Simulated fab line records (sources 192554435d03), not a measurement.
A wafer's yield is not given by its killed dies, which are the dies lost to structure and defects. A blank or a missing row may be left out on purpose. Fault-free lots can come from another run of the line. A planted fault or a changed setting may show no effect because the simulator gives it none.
Lot-split experiment | flow n5 finfet | 7 lots, 21 wafers read, on a route of 1938 steps

## ON THE SPLIT
At N5_BEOL_M0_SAQP_ETCH_88 (etches underlayer in N2/H2, target depth 6.5 nm, time 5.2 s), the setting source w was moved away from the recipe's 840 W on 8 of the 21 wafers read, by -15.9% to +11.0%. The other wafers ran this setting at the recipe's value.

Reading taken at the split's own step.

## THE READING
rf vpp V, in V, at N5_BEOL_M0_SAQP_ETCH_88 (etches underlayer in N2/H2, target depth 6.5 nm, time 5.2 s). On this fab line, fault-free wafers typically give 525 V with a standard deviation of 3 V.

wafer  | tool, chamber at the split | source w as run, W | against the recipe | rf vpp V, V | against lot-mates on the recipe
L080.2 | rie diel-04, 0             | 706.1              | -15.9%             | 556         | no lot-mate on the recipe
L080.3 | rie diel-04, 2             | 706.1              | -15.9%             | 561         | no lot-mate on the recipe
L080.4 | rie diel-04, 3             | 706.1              | -15.9%             | 551         | no lot-mate on the recipe
L081.1 | rie diel-03, 0             | 840                | recipe             | 519         | -
L081.4 | rie diel-03, 1             | 840                | recipe             | 526         | -
L081.5 | rie diel-03, 1             | 840                | recipe             | 527         | -
L085.1 | rie diel-01, 1             | 840                | recipe             | 530         | -
L085.2 | rie diel-01, 2             | 840                | recipe             | 521         | -
L085.5 | rie diel-01, 0             | 840                | recipe             | 527         | -
L086.2 | rie diel-03, 3             | 840                | recipe             | 522         | -
L086.4 | rie diel-03, 2             | 840                | recipe             | 527         | -
L086.6 | rie diel-03, 3             | 840                | recipe             | 521         | -
L088.3 | rie diel-01, 3             | 732.5              | -12.8%             | 549         | +22
L088.4 | rie diel-01, 3             | 840                | recipe             | 525         | -
L088.5 | rie diel-01, 1             | 840                | recipe             | 530         | -
L089.3 | rie diel-03, 3             | 907.3              | +8.0%              | 511         | -13
L089.4 | rie diel-03, 2             | 907.3              | +8.0%              | 513         | -11
L089.6 | rie diel-03, 1             | 840                | recipe             | 524         | -
L097.1 | rie diel-01, 3             | 932.6              | +11.0%             | 507         | -20
L097.3 | rie diel-01, 0             | 932.6              | +11.0%             | 509         | -18
L097.6 | rie diel-01, 0             | 840                | recipe             | 527         | -

THE FIT
A straight line over all 21 wafers: rf vpp V changes by -1.81 V for each +1% of source w; r = -0.97; the points scatter about the line by 3.4 V.
The same after taking each lot's own level away (the mean of its wafers on the recipe; 18 wafers): -1.66 V for each +1%; r = -0.96; scatter 2.8 V.
The reading moves by 26 V for the largest change in source w, on that fit.
From 523.3 to 527.5 V: that is the span of the lots' own levels, equal to 1.4 times the standard deviation above.
So the lot-to-lot level changes the slope little: the two slopes agree.
Check: with one of the wafers moved furthest among these (-12.8%) left out of the fit, the line predicts +21.2 V for it against its lot-mates. It came out at +21.5 V against them.
Tool readings at the split's step, against how far the setting was moved: etch rf on time s r = -0.97; rf vpp V r = -0.97.

## ADDITIONAL SPLITS CARRIED BY THESE WAFERS
Note: prior to the reading, these wafers also went through further splits. Each is held against what the fit with the lots' levels taken away leaves over:
other split on the same wafers        | wafers away from the commonest value | r with rf vpp V (lot level and that fit taken away)
N5_HKMG_FIN_COAT_66 spin rpm          | 9                                    | +0.10
N5_MOL_CONTACT_COAG_ALD_27 ald cycles | 6                                    | -0.20
N5_MOL_CONTACT_COAG_EXPOSE_81 dose mj | 9                                    | -0.38

## THE WHOLE CHAIN: every reading that the file lists as answering this split, in the file's order
step                    | what it does                                                | reading           | change (the file's fit)              | r (the file's)
N5_BEOL_M0_SAQP_ETCH_88 | etches underlayer in N2/H2, target depth 6.5 nm, time 5.2 s | etch rf on time s | withheld for each +1% of the setting | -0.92
N5_BEOL_M0_SAQP_ETCH_88 | etches underlayer in N2/H2, target depth 6.5 nm, time 5.2 s | rf vpp V          | -1.68 V for each +1% of the setting  | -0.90

## FILE'S OWN FIT
rf vpp V changes by -1.68 V for each +1% of source w, r = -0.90.
